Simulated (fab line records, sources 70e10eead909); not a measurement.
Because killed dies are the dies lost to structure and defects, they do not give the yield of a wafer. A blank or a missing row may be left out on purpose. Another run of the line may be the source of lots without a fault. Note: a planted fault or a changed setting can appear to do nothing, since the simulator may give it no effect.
Matching of chambers / flow nand harc / NHARC_P_CONTACT_ETCH_35 on rie diel-05: 4 sister chambers
The step etches the open film in CF4, target depth 39 nm, time 65 s. 4 wafers are shown with their chamber, then 7 later ones without.

WAFERS, EACH WITH ITS CHAMBER
wafer=L154.4; chamber=1; showerhead plenum p Torr (Torr)=1.77
wafer=L157.5; chamber=3; showerhead plenum p Torr (Torr)=1.73
wafer=L163.3; chamber=0; showerhead plenum p Torr (Torr)=1.87
wafer=L163.5; chamber=2; showerhead plenum p Torr (Torr)=1.79

WAFERS WITHOUT THEIR CHAMBER
wafer=L163.6; showerhead plenum p Torr (Torr)=1.73
wafer=L165.2; showerhead plenum p Torr (Torr)=1.76
wafer=L165.3; showerhead plenum p Torr (Torr)=1.79
wafer=L165.6; showerhead plenum p Torr (Torr)=1.73
wafer=L168.2; showerhead plenum p Torr (Torr)=1.73
wafer=L168.4; showerhead plenum p Torr (Torr)=1.76
wafer=L168.5; showerhead plenum p Torr (Torr)=1.87

CHAMBER TAKEN BY EACH
wafer=L163.6; from the rows above=3; in truth=3
wafer=L165.2; from the rows above=1; in truth=1
wafer=L165.3; from the rows above=2; in truth=2
wafer=L165.6; from the rows above=3; in truth=3
wafer=L168.2; from the rows above=3; in truth=3
wafer=L168.4; from the rows above=1; in truth=1
wafer=L168.5; from the rows above=0; in truth=0
Correct placement for 7 of the 7. Not placeable from these rows: 0. 0 placed wrongly.
How it was worked out, from the rows above alone: a wafer's distance from a chamber is the root of the sum, over the readings, of the square of ((its reading less the chamber's mean) divided by the reading's scatter). If the next closest chamber is less than 2 further off than the closest, the wafer can't be placed; otherwise it belongs to the closest. For every chamber, the mean is computed from those of its wafers that are shown. The scatter (one wafer shown for each chamber): square how far every hidden wafer sits from the nearest shown wafer, average those squares and take the square root.
